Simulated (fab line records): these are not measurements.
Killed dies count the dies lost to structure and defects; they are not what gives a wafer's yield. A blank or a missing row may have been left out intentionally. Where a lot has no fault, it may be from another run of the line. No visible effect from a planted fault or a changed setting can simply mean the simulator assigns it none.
Chamber matching + flow n5Finfet + 3 sister chambers for N5_MOL_CONTACT_COAG_CO_FILL_22 on cvdCo-01
The step material Co, precursor CCTBA/H2, target thk 20 nm. 3 wafers are shown with their chamber, then 12 later ones without.

WAFERS WITH THEIR CHAMBER
| wafer  | chamber | heaterPowerW (W) |
|--------|---------|------------------|
| L088.2 | 2       | 255              |
| L091.1 | 1       | 214              |
| L091.4 | 0       | 252              |

WAFERS WHOSE CHAMBER IS MISSING
| wafer  | heaterPowerW (W) |
|--------|------------------|
| L092.1 | 248              |
| L092.3 | 211              |
| L092.6 | 208              |
| L094.2 | 254              |
| L094.3 | 210              |
| L094.6 | 251              |
| L096.1 | 253              |
| L096.3 | 256              |
| L096.4 | 254              |
| L097.1 | 247              |
| L097.2 | 207              |
| L097.5 | 262              |

CHAMBER TAKEN BY EACH
| wafer  | from the rows above     | in truth |
|--------|-------------------------|----------|
| L092.1 | can't be placed: 0 or 2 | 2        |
| L092.3 | 1                       | 1        |
| L092.6 | 1                       | 1        |
| L094.2 | can't be placed: 2 or 0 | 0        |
| L094.3 | 1                       | 1        |
| L094.6 | can't be placed: 0 or 2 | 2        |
| L096.1 | can't be placed: 0 or 2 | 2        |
| L096.3 | can't be placed: 2 or 0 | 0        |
| L096.4 | can't be placed: 2 or 0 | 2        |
| L097.1 | can't be placed: 0 or 2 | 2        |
| L097.2 | 1                       | 1        |
| L097.5 | can't be placed: 2 or 0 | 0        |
Correctly placed: 4 of 12. From these rows, 8 cannot be placed; in 8 the true chamber is one of the candidates. Number placed wrongly: 0.
How it was worked out, from the rows above alone: a wafer's distance from a chamber is the root of the sum, over the readings, of the square of ((its reading less the chamber's mean) divided by the reading's scatter). If the next closest chamber is less than 2 further off than the closest, the wafer can't be placed; otherwise it belongs to the closest. For every chamber, the mean is computed from those of its wafers that are shown. The scatter: with one shown wafer a chamber, the root of the mean of the squares of how far each hidden wafer lies from its nearest shown one.
